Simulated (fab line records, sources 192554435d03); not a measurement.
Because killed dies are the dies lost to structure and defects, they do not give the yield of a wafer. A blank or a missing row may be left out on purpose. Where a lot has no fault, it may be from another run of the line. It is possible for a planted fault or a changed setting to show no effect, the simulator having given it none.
A struck lot beside a sound one :: flow n5_finfet :: 36 steps out of a route of 1938
Sound: wafers L368.3, L368.5, L368.6. The struck wafers were L386.1, L386.5. The cause comes at the end.
Each step with rows lists, per side, the tool, then ch with its chambers, then its first start. Under that, the readings that differ: sound wafers :: struck wafers :: difference of the means :: sigmas: that difference in standard deviations of wafers without a fault.
alike: same words and numbers on both sides, and readings whose means sit less than 2 such deviations apart. not compared: any withheld reading, any reading some wafer has no value for, any bound like >300 that may hide the same value, and any number with overlapping values for which the record gives no deviation.
The two part at a step that has a row with sigmas, a row that says differs or no value, or rows on one side only. When numbers do not overlap yet have no deviation, they are printed without sigmas and do not part them. A reading that every wafer of one side lacks parts them only if that side has two wafers or more.

first, 9 steps without rows for these wafers: N5_PMOS_HMC_CHANNEL_EPI_EPI_26 (deposits Si from SiH4/H2, target thk 3.8 nm, time 22.7 s); N5_FIN_SAQP_PRECLEAN_42 (cleans in O3/DIW, time 60 s); N5_FIN_SAQP_PRECLEAN_00 (cleans in SC1, time 60 s); N5_FIN_SAQP_PRECLEAN_44 (cleans in SC2, time 45 s); N5_FIN_SAQP_SRD_01 (time 30 s); N5_FIN_SAQP_ALD_61 (deposits SiO2, target thk 4 nm, pulse time 1 s, purge time 2 s); N5_FIN_SAQP_DENSIFY_62 (time 60 s); N5_FIN_SAQP_HM_DEP_03 (deposits SiNx from SiH4/NH3/N2, target thk 38 nm, time 33.6 s); N5_FIN_SAQP_PECVD_47 (deposits a-Si from SiH4/He, target thk 45 nm, time 36.3 s).
N5_FIN_SAQP_PECVD_48: deposits SiNx from SiH4/NH3/N2, target thk 25 nm, time 22.1 s.
  sound on pecvd-04 ch 0,1,2, day 2 10:13; struck on pecvd-04 ch 0,1, day 6 22:14
reading: rf_fwd_power_W (W)
sound: 295.5 297.2 297.9
struck: - -
difference: no value on the struck wafers
sigmas: 

reading: model.SiNx_of_FIN_SAQP_PECVD_48.thk_nm (nm)
sound: 24.57 24.97 25.42
struck: 18.99 19.09
difference: -5.95
sigmas: 
  alike: heater_power_w, showerhead_plenum_p_Torr, throttle_valve_pct
  not compared: since_wet_clean_h
then, 24 steps without rows for these wafers: N5_FIN_SAQP_PECVD_06 (deposits a-Si from SiH4/He, target thk 60 nm, time 48.1 s); N5_FIN_SAQP_HM_DEP_72 (deposits SiO2 from SiH4/N2O, target thk 12 nm, time 7.2 s); N5_FIN_SAQP_COAT_49 (time 60 s, resist thk 100 nm); N5_FIN_SAQP_COAT_50 (time 60 s, resist thk 35 nm); N5_FIN_SAQP_COAT_10 (resist thk 90 nm); N5_FIN_SAQP_EBR_12; N5_FIN_SAQP_SOFTBAKE_11 (time 60 s); N5_FIN_SAQP_EXPOSE_13 (exposes mask FIN CORE, target cd 35.6 nm); N5_FIN_SAQP_PEB_14 (peb time 60 s); N5_FIN_SAQP_DEVELOP_15 (develop time 30 s); N5_FIN_SAQP_DESCUM_21 (chemistry O2, time 7.9 s); N5_FIN_SAQP_ETCH_51 (etches SiARC in CF4, target depth 45.5 nm, time 75.8 s); N5_FIN_SAQP_ETCH_52 (etches SOC in N2/H2, target depth 100 nm, overetch 20 nm, time 150 s); N5_FIN_SAQP_STRIP_53 (strips in N2/H2); N5_FIN_SAQP_HM_OPEN_73 (chemistry CHF3/O2, target SiO2, stops on a-Si, target depth 12 nm, time 16.8 s); N5_FIN_SAQP_STRIP_74 (strips in CHF3/O2); N5_FIN_SAQP_MANDREL_ETCH_22 (etches a-Si in HBr/Cl2, stops on SiNx, target depth 60 nm, bt time 10 s, time 30 s); N5_FIN_SAQP_STRIP_55 (strips in N2/H2); N5_FIN_SAQP_STRIP_23 (strips in SPM, time 750 s); N5_FIN_SAQP_SRD_66 (time 30 s); N5_FIN_SAQP_RECESS_75 (chemistry HF/NH3, target SiO2, target depth 14.4 nm, afs cycles 3, sublimation time 60 s); N5_FIN_SAQP_SPACER1_ALD_24 (deposits SiO2, target thk 20.3 nm, pulse time 1 s, purge time 2 s); N5_FIN_SAQP_SPACER1_ETCHBACK_25 (etches SiO2 in CHF3/O2, target depth 24.4 nm, time 12.2 s); N5_FIN_SAQP_MANDREL1_REMOVE_56 (chemistry HBr/Cl2/O2, target a-Si, stops on SiNx, bt time 10 s).
N5_FIN_SAQP_ETCH_57: etches SiNx in CH3F/O2, target depth 32.5 nm, time 46.4 s.
  sound on rie_diel-01 ch 0,2, day 2 14:31; struck on rie_diel-01 ch 1,3, day 7 01:04
reading: etch_rf_on_time_s (s)
sound: 46.1 46.5 47.9
struck: 34.5 34.9
difference: -12.1
sigmas: -15

reading: oes_ar_750_au (a.u.)
sound: 0.71 0.78 0.71
struck: 0.94 0.91
difference: +0.19
sigmas: +2

reading: oes_product_au (a.u.)
sound: 0.61 0.65 0.60
struck: 0.81 0.79
difference: +0.18
sigmas: +2

reading: rf_vpp_V (V)
sound: 297.9 296.7 296.3
struck: 291.5 293.4
difference: -4.5
sigmas: -2

reading: throttle_valve_pct (%)
sound: 16.83 16.18 16.83
struck: 15.97 16.16
difference: -0.55
sigmas: -2

reading: model.etch.depth_nm (nm)
sound: 24.57 24.97 25.27
struck: 18.99 19.09
difference: -5.90
sigmas: 
  alike: chamber_pressure_mTorr, drypump_motor_current_A, rf_fwd_power_W, showerhead_plenum_p_Torr
  not compared: rf_hours_counter_h
-- record jumps: 6 days separate the struck wafers' starts on either side; left off in module FIN_SAQP, taken up again in module BEOL_M4, whose first shown step is the route's number 1111 --
N5_BEOL_M4_RC_MEAS_101:
  sound on prober-01 ch 0, day 8 11:04; struck on prober-01 ch 0, day 12 19:57
  alike: DIBL_N, DIBL_P, IOFF_N, IOFF_P, ION_N, ION_P, SS_N, SS_P, VT_N, VT_P

== WHERE THEY PART ==
Earliest at N5_FIN_SAQP_PECVD_48; latest, in this record, at N5_FIN_SAQP_ETCH_57. Later steps at which nothing parts them and some readings are alike: N5_BEOL_M4_RC_MEAS_101.

WHY: what the simulator had put in
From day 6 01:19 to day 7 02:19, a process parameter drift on pecvd-04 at N5_FIN_SAQP_PECVD_48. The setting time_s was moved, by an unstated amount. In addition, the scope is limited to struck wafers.
